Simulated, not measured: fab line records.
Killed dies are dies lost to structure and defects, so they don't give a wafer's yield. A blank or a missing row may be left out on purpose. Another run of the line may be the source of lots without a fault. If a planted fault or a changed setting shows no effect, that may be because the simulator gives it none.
fab line records	flow nand-harc
[record] lots = 5	wafers = 15	last-day = 33
route steps=1302 shown A_CHANNEL_HOLE_D1@482 A_CHANNEL_FILL_D1@490 END@1302
lots untouched by any fault: they come from a run of this same line in which no faults occurred
start-h: the number of hours between the record's first day and the start of the first shown wafer of the lot	wait-h: how many hours have passed since the lot's step before this one	" unchanged from the row above	L1.1+2: several wafers, shown together as one row	- either no value or no given start	* or withheld: withheld	< > ~ a bound
route shown NAME@n: a module of which the file shows steps, and the number in the route of the first	usual: mean and standard deviation over wafers with no fault	same: alike in all rows	chamber/n: place in a boat	sites: each site's reading	_std_site: standard deviation of those values	_edge_site: mean of outer sites minus mean of inner sites	radius-mm: for every site, how far away it sits from the centre of the wafer	mask NAME#n: copy n	behind: tool/chamber where the wafer was last shaped	hold: the reason the lot was held/the length of the hold in hours/how it ended	device: transistor that didn't switch, given as n, p or np	end of line: tests run on the same wafers once the route is complete	a step without rows: its recipe alone	killed: dies that structure and defects cost at the first sort, which is not the same as the wafer's yield	map: the dies of a wafer, with x for killed, . for not killed, _ for no die there
set.NAME: the run value of the setting; set.NAME@STEP: its run value at that earlier step	model.NAME: the simulator's own value behind a step, which no gauge read
a table for each step, a row for each wafer; lots at some steps of the route
services: when a tool's chamber went out of use (start-h, in hours from the record's first day, below 0 if earlier), for how many hours, and the reason
[[steps]]
[step NHARC_A_CHANNEL_HOLE_D1_STRIP_43]
[recipe] o2-flow-sccm = 400	cos-flow-sccm = 20	ar-flow-sccm = 0	bias-w = 0	chemistry = O2/COS
[step NHARC_A_CHANNEL_HOLE_D1_ETCH_44]
[recipe] target-depth-a = 1400	overetch-a = 140	time-s = 77	ion-energy-ev = 100	cf4-flow-sccm = 80	o2-flow-sccm = 20	ar-flow-sccm = 0	rf-w = 300	bias-w = 100	chemistry = CF4/O2
[usual] bias-w = 100.00/0.29	drypump-motor-current-A = 5.7/0.46	oes-product-au = 1.000/0.0093	rf-vpp-V = 198.1/1.3	showerhead-plenum-p-Torr = 1.36/0.057	throttle-valve-pct = 13.398/0.0084
lot.wafer	tool	chamber	start-h	wait-h	bias-w	drypump-motor-current-A	oes-product-au	rf-hours-counter-h	rf-vpp-V	showerhead-plenum-p-Torr	throttle-valve-pct
L592.3	rie-diel-09	1	264.06	1.1	99.88	6.3	0.978	33	198.3	1.43	13.397
L592.6	"	1	"	"	100.00	6.3	0.981	-	198.5	1.43	13.404
L592.5	"	2	"	"	99.94	5.6	1.000	-	197.2	1.26	13.407
L595.4	rie-diel-05	2	302.65	0.1	100.47	6.4	1.009	6	196.7	1.29	13.401
L595.2	"	3	"	"	100.10	6.0	0.992	7	200.2	1.39	13.392
L595.5	"	1	"	"	100.13	5.7	0.988	-	200.6	1.40	13.410
L603.4	rie-diel-05	3	371.60	0.1	99.82	6.0	0.998	12	199.3	1.39	13.404
L603.1	"	0	"	"	100.24	5.2	0.984	14	198.0	1.35	13.409
L603.2	"	2	"	"	99.96	6.4	1.015	11	197.5	1.29	13.401
L604.2	rie-diel-06	3	394.49	0.1	99.58	5.4	0.994	27	197.1	1.25	13.398
L604.3	"	0	"	"	100.06	5.4	1.002	23	197.8	1.27	13.388
L604.6	"	1	"	"	99.89	5.2	1.002	-	199.4	1.43	13.377
L607.4	rie-diel-06	3	409.34	0.1	100.25	5.4	1.006	34	195.5	1.25	13.400
L607.2	"	2	"	"	99.76	4.9	0.996	33	197.4	1.31	13.405
L607.5	"	0	"	"	99.75	5.4	1.009	-	196.4	1.27	13.405
[step NHARC_A_CHANNEL_HOLE_D1_STRIP_27]
[recipe] o2-flow-sccm = 500	ar-flow-sccm = 0	bias-w = 0	chemistry = O2
[usual] drypump-motor-current-A = 5.7/0.46	oes-product-au = 0.999/0.009	rf-vpp-V = 58.0/1	showerhead-plenum-p-Torr = 3.58/0.15	throttle-valve-pct = 17.036/0.0085
[same] bias-w = 0
lot.wafer	tool	chamber	start-h	wait-h	drypump-motor-current-A	oes-product-au	rf-hours-counter-h	rf-vpp-V	showerhead-plenum-p-Torr	throttle-valve-pct
L592.3	rie-diel-09	3	-	-	6.3	0.983	36	58.8	3.79	17.033
L592.5	"	1	"	"	6.3	0.973	-	58.4	3.76	17.043
L592.6	"	2	"	"	5.6	1.003	-	58.5	3.33	17.038
L595.4	rie-diel-05	2	-	-	6.3	1.005	6	55.6	3.42	17.042
L595.2	"	3	"	"	6.0	0.999	7	59.8	3.66	17.016
L595.5	"	1	"	"	5.7	0.992	-	58.6	3.70	17.032
L603.2	rie-diel-05	3	-	-	6.0	0.997	13	57.5	3.66	17.043
L603.4	"	0	"	"	5.2	0.996	14	57.6	3.57	17.027
L603.1	"	2	"	"	6.3	1.010	12	58.3	3.41	17.037
L604.3	rie-diel-06	2	-	-	4.9	0.989	29	58.1	3.48	17.050
L604.2	"	3	"	"	5.4	1.001	27	57.0	3.31	17.031
L604.6	"	1	"	"	5.2	0.992	-	58.6	3.76	17.034
L607.2	rie-diel-06	2	-	-	4.9	1.010	33	58.4	3.47	17.048
L607.4	"	3	"	"	5.4	1.013	34	55.8	3.31	17.036
L607.5	"	2	"	"	4.9	1.012	-	58.4	3.47	17.042
[step NHARC_A_CHANNEL_HOLE_D1_PRECLEAN_28]
[recipe] time-s = *	temp-c = 50	bath-age-min = 0	chemistry = SC1
[step NHARC_A_CHANNEL_HOLE_D1_SRD_29]
[step NHARC_A_CHANNEL_HOLE_D1_CD_MEAS_30]
[usual] cd-nm = 89.7/1.1
lot.wafer	tool	chamber	start-h	wait-h	cd-nm
L592.3	cd-sem-02	-	264.86	-	87.2
L592.5	"	-	"	"	89.9
L592.6	"	-	"	"	89.3
L595.2	cd-sem-03	-	303.45	-	89.7
L595.4	"	-	"	"	90.2
L595.5	"	-	"	"	90.5
L603.1	cd-sem-01	-	372.39	-	90.3
L603.2	"	-	"	"	89.1
L603.4	"	-	"	"	89.5
L604.2	cd-sem-02	-	395.34	-	90.0
L604.3	"	-	"	"	89.7
L604.6	"	-	"	"	89.8
L607.2	cd-sem-02	-	410.13	-	87.8
L607.4	"	-	"	"	89.1
L607.5	"	-	"	"	89.7
[step NHARC_A_CHANNEL_HOLE_D1_XSEM_31]
[recipe] landing-energy-ev = 35000
[usual] bot-cd-nm = 74.4/1.3	bow-nm = 8.62/0.28	tilt-deg = 0.07/0.033
lot.wafer	tool	chamber	start-h	wait-h	bot-cd-nm	bow-nm	tilt-deg
L592.3	xsem-01	0	264.94	0.1	71.3	8.69	0.09
L592.5	"	0	"	"	74.5	8.69	0.09
L592.6	"	0	"	"	73.6	8.60	0.09
L595.2	xsem-01	0	303.55	0.1	74.8	8.24	0.08
L595.4	"	0	"	"	74.5	8.25	0.07
L595.5	"	0	"	"	75.7	8.21	0.08
L603.1	xsem-01	0	372.48	0.1	75.3	8.51	0.10
L603.2	"	0	"	"	74.0	8.54	0.10
L603.4	"	0	"	"	74.3	8.53	0.10
L604.2	xsem-02	0	395.43	0.1	75.1	8.58	0.09
L604.3	"	0	"	"	74.4	8.58	0.09
L604.6	"	0	"	"	75.2	8.57	0.10
L607.2	xsem-01	0	410.22	0.1	73.7	8.85	0.07
L607.4	"	0	"	"	75.2	8.91	0.07
L607.5	"	0	"	"	74.9	8.80	0.07
[step NHARC_A_CHANNEL_HOLE_D1_INSPECT_40]
[usual] raw-defect-count = 73/24
lot.wafer	tool	chamber	start-h	wait-h	raw-defect-count
L592.3	defect-inspect-02	-	265.04	-	82
L592.5	"	-	"	"	108
L592.6	"	-	"	"	109
L595.2	defect-inspect-01	-	303.64	-	79
L595.4	"	-	"	"	58
L595.5	"	-	"	"	64
L603.1	defect-inspect-01	-	372.57	-	88
L603.2	"	-	"	"	81
L603.4	"	-	"	"	81
L604.2	defect-inspect-01	-	395.53	-	56
L604.3	"	-	"	"	59
L604.6	"	-	"	"	50
L607.2	defect-inspect-01	-	410.32	-	55
L607.4	"	-	"	"	92
L607.5	"	-	"	"	95
[step NHARC_A_CHANNEL_FILL_D1_PRECLEAN_00]
[recipe] time-s = *	temp-c = 50	bath-age-min = 0	chemistry = SC1
[step NHARC_A_CHANNEL_FILL_D1_SRD_01]
[step NHARC_A_CHANNEL_FILL_D1_ALD_02]
[recipe] target-thk-a = 60	pulse-time-s = 10	ald-cycles = 60	temp-c = 300	material = SiO2
[usual] ald-cycles = 60/0	heater-power-w = 432/47	precursor-pulse-height-rel = 1.003/0.02
lot.wafer	tool	chamber	start-h	wait-h	ald-cycles	heater-power-w	precursor-pulse-height-rel
L592.3	ald-hk-02	3	265.31	-	60	466	1.027
L592.6	"	2	"	"	60	486	1.047
L592.5	"	3	"	"	60	465	0.990
L595.2	ald-hk-02	0	303.83	-	60	424	1.027
L595.4	"	1	"	"	60	349	1.019
L595.5	"	0	"	"	60	423	1.025
L603.2	ald-hk-01	3	372.77	-	60	431	1.021
L603.4	"	1	"	"	60	354	1.030
L603.1	"	2	"	"	60	379	1.001
L604.2	ald-hk-04	1	396.46	-	60	486	0.993
L604.3	"	0	"	"	60	477	1.032
L604.6	"	1	"	"	60	488	1.019
L607.2	ald-hk-04	0	410.58	-	60	486	0.991
L607.4	"	1	"	"	60	496	1.029
L607.5	"	3	"	"	60	380	0.993
[step NHARC_A_CHANNEL_FILL_D1_ALD_03]
[recipe] target-thk-a = 60	pulse-time-s = 60	ald-cycles = 58	temp-c = 630	pressure-torr = 2	material = SiNx
[usual] ald-cycles = 58/0	precursor-pulse-height-rel = 1.000/0.021
lot.wafer	tool	chamber	start-h	wait-h	ald-cycles	precursor-pulse-height-rel
L592.3	ald-sin-batch-03	0	-	-	58	1.008
L592.5	"	0	"	"	58	1.006
L592.6	"	0	"	"	58	1.055
L595.2	ald-sin-batch-01	0	-	-	58	1.021
L595.4	"	0	"	"	58	0.980
L595.5	"	0	"	"	58	1.020
L603.1	ald-sin-batch-02	0	-	-	58	1.023
L603.2	"	0	"	"	58	1.028
L603.4	"	0	"	"	58	1.017
L604.2	ald-sin-batch-03	0	-	-	58	1.002
L604.3	"	0	"	"	58	0.996
L604.6	"	0	"	"	58	0.990
L607.2	ald-sin-batch-01	0	-	-	58	1.000
L607.4	"	0	"	"	58	1.015
L607.5	"	0	"	"	58	0.996
[step NHARC_A_CHANNEL_FILL_D1_ALD_14]
[recipe] target-thk-a = 25	pulse-time-s = 10	ald-cycles = 25	temp-c = 300	material = SiO2
[usual] ald-cycles = 25/0	heater-power-w = 425/50	precursor-pulse-height-rel = 0.997/0.021
lot.wafer	tool	chamber	start-h	wait-h	ald-cycles	heater-power-w	precursor-pulse-height-rel
L592.3	ald-hk-01	1	272.32	0.1	25	366	1.000
L592.5	"	3	"	"	25	461	1.025
L592.6	"	0	"	"	25	433	0.966
L595.2	ald-hk-02	1	312.56	1.4	25	353	1.001
L595.4	"	0	"	"	27	419	0.984
L595.5	"	1	"	"	25	348	1.002
L603.4	ald-hk-02	0	379.85	0.0	25	427	0.995
L603.1	"	2	"	"	25	463	0.994
L603.2	"	3	"	"	25	473	1.008
L604.2	ald-hk-04	3	403.58	0.1	25	378	1.037
L604.3	"	1	"	"	25	486	1.010
L604.6	"	2	"	"	25	422	1.042
L607.2	ald-hk-01	1	417.56	0.1	25	354	0.993
L607.4	"	3	"	"	25	439	0.977
L607.5	"	1	"	"	25	352	1.032
[step NHARC_A_CHANNEL_FILL_D1_ALD_15]
[recipe] target-thk-a = 20	pulse-time-s = 60	ald-cycles = 19	temp-c = 630	pressure-torr = 2	material = SiNx
[step NHARC_END_SORT_01]
[recipe] temp-c = 25
[usual] killed-at-array = 55/22	killed-at-other = 1.1/1.4	killed-at-periphery = 4/3.2	killed-dies = 59/22	killed-open = 3.3/1.8	killed-short = 2.5/1.5
[same] gross-dies = 677
lot.wafer	tool	chamber	start-h	wait-h	killed-at-array	killed-at-other	killed-at-periphery	killed-dies	killed-open	killed-short
L595.5	prober-01	0	682.61	3.7	33	0	6	39	5	4
// killed by level:class
L595.5 A_CHANNEL_HOLE_D1:chamber-film-flake=11 A_CONTACT:chamber-film-flake=5 P_BONDPAD:chamber-film-flake=4 A_CHANNEL_FILL_D2:chamber-film-flake=4 A_STAIRCASE:chamber-film-flake=3 A_CHANNEL_FILL_D2:geometric-particle:short=2 P_GATE:geometric-particle:open=1 A_CHANNEL_FILL_D1:geometric-particle:short=1
[[services]]
tool	chamber	start-h	hours	kind
rie-diel-06	0	262.66	-	clean
rie-diel-06	1	262.66	-	clean
rie-diel-06	2	262.66	-	clean
rie-diel-06	3	262.66	-	clean
rie-diel-05	0	263.29	-	clean
rie-diel-05	1	263.29	-	clean
rie-diel-05	2	263.29	-	clean
rie-diel-05	3	263.29	-	clean
rie-diel-09	-	265.30	0.1	repair
ald-sin-batch-02	-	266.00	26.0	pm
rie-diel-06	0	287.18	-	clean
rie-diel-06	1	287.18	-	clean
rie-diel-06	2	287.18	-	clean
rie-diel-09	2	293.91	3.8	repair
ald-hk-01	-	297.98	10.0	pm
rie-diel-06	-	308.10	9.0	pm
rie-diel-09	-	320.45	9.0	pm
rie-diel-05	1	352.12	3.1	repair
ald-hk-04	-	354.71	0.7	repair
ald-hk-04	-	361.54	0.7	repair
xsem-01	-	374.00	14.0	pm
rie-diel-05	2	387.36	3.9	repair
rie-diel-05	0	399.93	8.0	repair
rie-diel-05	-	406.79	9.0	pm
[[key]]
[first-sign] step = NHARC_A_CHANNEL_FILL_D1_ALD_14	reading = ald-cycles	direction = up	sigmas = 99+	usual = 25	struck = 27
effect none on later readings
met-at NHARC_A_CHANNEL_FILL_D1_ALD_14
struck-wafers L595.4
tester-left-out L595
[fault] kind = process-parameter-drift	tool = ald-hk-02	chamber = 0	onset-h = 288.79	steps = NHARC_A_CHANNEL_FILL_D1_ALD_14	channel = ald-cycles	offset = 2	shape = step	end-h = 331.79	acts-in = these-recipes-only	stated = 25
// tester-left-out: of these lots the tester's yield and bins aren't shown, on N5 and GAA mostly nor the transistor test; their killed dies are dies lost to structure and defects alone, not to doping, threshold or leakage, so they don't give the yield
